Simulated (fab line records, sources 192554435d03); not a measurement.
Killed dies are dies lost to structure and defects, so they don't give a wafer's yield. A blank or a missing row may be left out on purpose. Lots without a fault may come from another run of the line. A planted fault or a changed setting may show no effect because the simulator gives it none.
Split-lot experiment | flow n5_finfet | 7 lots, 21 wafers read, on a route of 1938 steps

THE SPLIT
At N5_BEOL_M6_TRENCH_ETCH_37 (etches SiCOH lowk in C4F6/O2, target depth 94.435 nm, time 31.5 s), the setting bias_w was moved away from the recipe's 185 W on 6 of the 21 wafers read, by -15.6% to +14.6%. The other wafers ran this setting at the recipe's value.

FROM THE SPLIT TO THE READING: what the file shows between them, 2 steps
- N5_BEOL_M6_ETCH_41: etches SiCN in CH3F/O2, target depth 29.7 nm, time 52 s
- N5_BEOL_M6_STRIP_80: strips in N2/H2, time 10 s

THE READING
trench_depth_nm, in nm, at N5_BEOL_M6_OCD_MEAS_38. Fault-free wafers of this fab line usually give 95.0 nm, standard deviation 1.8 nm.

wafer  | tool, chamber at the split | bias_w as run, W | against the recipe | trench_depth_nm, nm | against lot-mates on the recipe
L076.3 | rie_diel-01, 0             | 185              | recipe             | 96.2                | -
L076.4 | rie_diel-01, 3             | 185              | recipe             | 95.3                | -
L076.6 | rie_diel-01, 0             | 185              | recipe             | 95.2                | -
L081.1 | rie_diel-05, 2             | 185              | recipe             | 93.2                | -
L081.2 | rie_diel-05, 3             | 185              | recipe             | 94.3                | -
L081.4 | rie_diel-05, 0             | 185              | recipe             | 93.4                | -
L080.1 | rie_diel-01, 0             | 212              | +14.6%             | 102.4               | +5.4
L080.3 | rie_diel-01, 3             | 212              | +14.6%             | 101.6               | +4.6
L080.5 | rie_diel-01, 0             | 185              | recipe             | 97.0                | -
L084.2 | rie_diel-03, 2             | 199.5            | +7.8%              | 100.1               | +5.1
L084.3 | rie_diel-03, 0             | 185              | recipe             | 95.5                | -
L084.4 | rie_diel-03, 3             | 185              | recipe             | 94.4                | -
L085.1 | rie_diel-05, 3             | 185              | recipe             | 94.3                | -
L085.2 | rie_diel-05, 0             | 185              | recipe             | 94.2                | -
L085.4 | rie_diel-05, 1             | 185              | recipe             | 94.0                | -
L093.2 | rie_diel-05, 2             | 185              | recipe             | 95.0                | -
L093.3 | rie_diel-05, 3             | 185              | recipe             | 92.8                | -
L093.5 | rie_diel-05, 0             | 194.6            | +5.2%              | 94.7                | +0.8
L095.1 | rie_diel-05, 0             | 156.1            | -15.6%             | 87.8                | -5.8
L095.2 | rie_diel-05, 3             | 156.1            | -15.6%             | 87.4                | -6.2
L095.5 | rie_diel-05, 0             | 185              | recipe             | 93.6                | -

THE FIT
A straight line over all 21 wafers: trench_depth_nm changes by +0.477 nm for each +1% of bias_w; r = +0.94; the points scatter about the line by 1.2 nm.
The same after taking each lot's own level away (the mean of its wafers on the recipe; 21 wafers): +0.377 nm for each +1%; r = +0.96; scatter 0.78 nm.
On that fit, the largest move of bias_w shifts the reading by 5.9 nm.
The lots' own levels span 93.60 to 97.00 nm, that is 1.9 times the standard deviation above.
So the lot-to-lot level changes the slope: the two fits differ.
Check: with one of the wafers moved furthest among these (-15.6%) left out of the fit, the line predicts -5.94 nm for it against its lot-mates. It came out at -5.8 nm against them.
Tool readings at the split's step, against how far the setting was moved: rf_vpp_V r = +0.97.

OTHER SPLITS ON THESE WAFERS
These wafers also went through other splits before the reading. Each is held against what the fit with the lots' levels taken away leaves over:
other split on the same wafers     | wafers away from the commonest value | r with trench_depth_nm (lot level and that fit taken away)
N5_BEOL_M2_TRENCH_ETCH_37 time_s   | 8                                    | +0.36
N5_BEOL_M3_COAT_62 spin_rpm        | 10                                   | -0.01
N5_BEOL_M3_COAT_05 spin_rpm        | 7                                    | +0.11
N5_BEOL_M3_TRENCH_ETCH_37 source_w | 5                                    | +0.18
N5_BEOL_M4_ETCH_70 source_w        | 9                                    | +0.00

THE WHOLE CHAIN: every reading that the file lists as answering this split, in the file's order
step                      | what it does                                                      | reading                                                                   | change (the file's fit)               | r (the file's)
N5_BEOL_M6_TRENCH_ETCH_37 | etches SiCOH lowk in C4F6/O2, target depth 94.435 nm, time 31.5 s | rf_vpp_V                                                                  | +6.22 V for each +1% of the setting   | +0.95
N5_BEOL_M6_TRENCH_ETCH_37 | etches SiCOH lowk in C4F6/O2, target depth 94.435 nm, time 31.5 s | BEOL_M6.feature_depth_nm (the simulator's own value, which no gauge read) | +0.357 nm for each +1% of the setting | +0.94
N5_BEOL_M6_TRENCH_ETCH_37 | etches SiCOH lowk in C4F6/O2, target depth 94.435 nm, time 31.5 s | etch.depth_nm (the simulator's own value, which no gauge read)            | +0.357 nm for each +1% of the setting | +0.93
N5_BEOL_M6_OCD_MEAS_38    |                                                                   | trench_depth_nm                                                           | +0.387 nm for each +1% of the setting | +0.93

THE FILE'S OWN FIT
trench_depth_nm changes by +0.387 nm for each +1% of bias_w, r = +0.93.
